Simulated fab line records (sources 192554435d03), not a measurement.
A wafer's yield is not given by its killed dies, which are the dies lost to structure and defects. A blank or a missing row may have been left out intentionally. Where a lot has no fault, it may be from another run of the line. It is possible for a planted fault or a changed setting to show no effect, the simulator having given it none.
One fault seen from 3 desks || flow n5Finfet || every desk sees just its own numbers, and what lay behind them comes last

THE DEFECT DESK
For each lot, the counts of the inspections along the route, averaged over the sampled wafers that have a number. Marked OUT: a lot whose mean sits more than 4 standard deviations from the usual mean, which makes it out of limits; the brackets give that distance.
Columns: A = rawDefectCount at N5_HKMG_FIN_INSPECT_14, usual 2.1
{"lot": "L210", "first seen here": "day 5 19:56", "A": 3.0}
{"lot": "L215", "first seen here": "day 6 20:42", "A": 1.7}
{"lot": "L216", "first seen here": "day 7 04:31", "A": 2.3}
{"lot": "L218", "first seen here": "day 7 15:59", "A": 4.0}
{"lot": "L224", "first seen here": "day 9 10:01", "A": 1.3}
{"lot": "L226", "first seen here": "day 9 16:57", "A": 2.0}
Result from this desk: across the 6 lots, nothing is out of limits.

THE TOOL OWNER'S DESK: rieDiel-02
The tool's own readings at N5_HKMG_FIN_ETCH_35 (etches SOC in N2/H2, target depth 215.8 nm, time 243.4 s): means of the sampled wafers that have a number, for each lot that ran on this tool. Marked OUT: a lot whose mean sits more than 4 standard deviations from the usual mean, which makes it out of limits; the brackets give that distance.
Columns: A = drypumpMotorCurrentA at N5_HKMG_FIN_ETCH_35, usual 5.5 A; B = h2FlowSccm at N5_HKMG_FIN_ETCH_35, usual 200.0 sccm; C = oesProductAu at N5_HKMG_FIN_ETCH_35, usual 0.78 a.u.; D = rfFwdPowerW at N5_HKMG_FIN_ETCH_35, usual 2993 W; E = rfVppV at N5_HKMG_FIN_ETCH_35, usual 141.5 V; F = showerheadPlenumPTorr at N5_HKMG_FIN_ETCH_35, usual 2.53 Torr; G = throttleValvePct at N5_HKMG_FIN_ETCH_35, usual 17.87 %
{"lot": "L210", "first seen here": "day 5 20:17", "A": 5.6, "B": 200.4, "C": 0.79, "D": 2990, "E": 141.2, "F": 2.54, "G": 17.72}
{"lot": "L215", "first seen here": "day 6 21:02", "A": 5.5, "B": 199.9, "C": 0.75, "D": 2993, "E": 141.6, "F": 2.47, "G": 17.84}
{"lot": "L216", "first seen here": "day 7 04:52", "A": 6.0, "B": 200.1, "C": 0.60, "D": "2268 (-73) OUT", "E": "155.3 (+15) OUT", "F": 2.47, "G": 17.75}
{"lot": "L218", "first seen here": "day 7 16:19", "A": 5.2, "B": 199.7, "C": 0.80, "D": "2292 (-71) OUT", "E": "157.2 (+17) OUT", "F": 2.62, "G": 17.55}
This desk's verdict: out of limits on L216, L218, starting with L216 at day 7 04:52 (rfFwdPowerW at N5_HKMG_FIN_ETCH_35). Within limits: L210, L215.

THE METROLOGY DESK
Lot by lot, what the gauges showed, no matter which tool ran the lot: averages of those sampled wafers that carry a number. Marked OUT: a lot whose mean sits more than 4 standard deviations from the usual mean, which makes it out of limits; the brackets give that distance. Shown here are 7 of its 12 readings, the ones lying furthest out on some lot.
Columns: A = cdNm at N5_HKMG_FIN_CD_MEAS_12, usual 92.6 nm; B = DIBL_N at N5_BEOL_M4_RC_MEAS_101, usual 35.8 mV/V; C = DIBL_P at N5_BEOL_M4_RC_MEAS_101, usual 35.9 mV/V; D = ION_N at N5_BEOL_M4_RC_MEAS_101, usual 672 uA/um; E = SS_N at N5_BEOL_M4_RC_MEAS_101, usual 71.5 mV/dec; F = SS_P at N5_BEOL_M4_RC_MEAS_101, usual 73.2 mV/dec; G = VT_P at N5_BEOL_M4_RC_MEAS_101, usual -250 mV
{"lot": "L210", "first seen here": "day 5 19:53", "A": 91.8, "B": 36.8, "C": 38.6, "D": 682, "E": 71.7, "F": 73.2, "G": -253}
{"lot": "L215", "first seen here": "day 6 20:39", "A": 92.6, "B": 36.9, "C": 35.9, "D": 671, "E": 71.7, "F": 73.6, "G": -250}
{"lot": "L216", "first seen here": "day 7 04:28", "A": 92.6, "B": 35.5, "C": 36.3, "D": 677, "E": 71.4, "F": 73.8, "G": -251}
{"lot": "L218", "first seen here": "day 7 15:56", "A": 92.1, "B": 34.6, "C": 34.5, "D": 671, "E": 71.3, "F": 72.8, "G": -254}
{"lot": "L224", "first seen here": "day 9 09:56", "A": 91.9, "B": 33.8, "C": 34.8, "D": 668, "E": 71.5, "F": 72.6, "G": -247}
{"lot": "L226", "first seen here": "day 9 16:53", "A": 92.0, "B": 35.3, "C": 34.9, "D": 665, "E": 70.7, "F": 72.4, "G": -248}
Result from this desk: across the 6 lots, nothing is out of limits.

PUT TOGETHER
At day 7 04:52, on L216, L218, the tool owner's desk was in a position to raise an alarm.
Nothing out of limits was seen by the defect desk.
At the metrology desk, nothing out of limits was observed.
The defect desk has L216, L218 on record, within its limits.
The metrology desk holds a record of L216, L218, inside its limits.
Every lot named ran N5_HKMG_FIN_ETCH_35 on rieDiel-02.

WHAT THE SIMULATOR HAD INSERTED
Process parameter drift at N5_HKMG_FIN_ETCH_35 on rieDiel-02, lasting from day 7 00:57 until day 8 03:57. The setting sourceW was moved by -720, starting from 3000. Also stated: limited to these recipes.
Shown lots that were struck: L216, L218.
How many hours passed from the start of the fault until each desk's first out-of-limits reading: the tool owner's desk, 4.
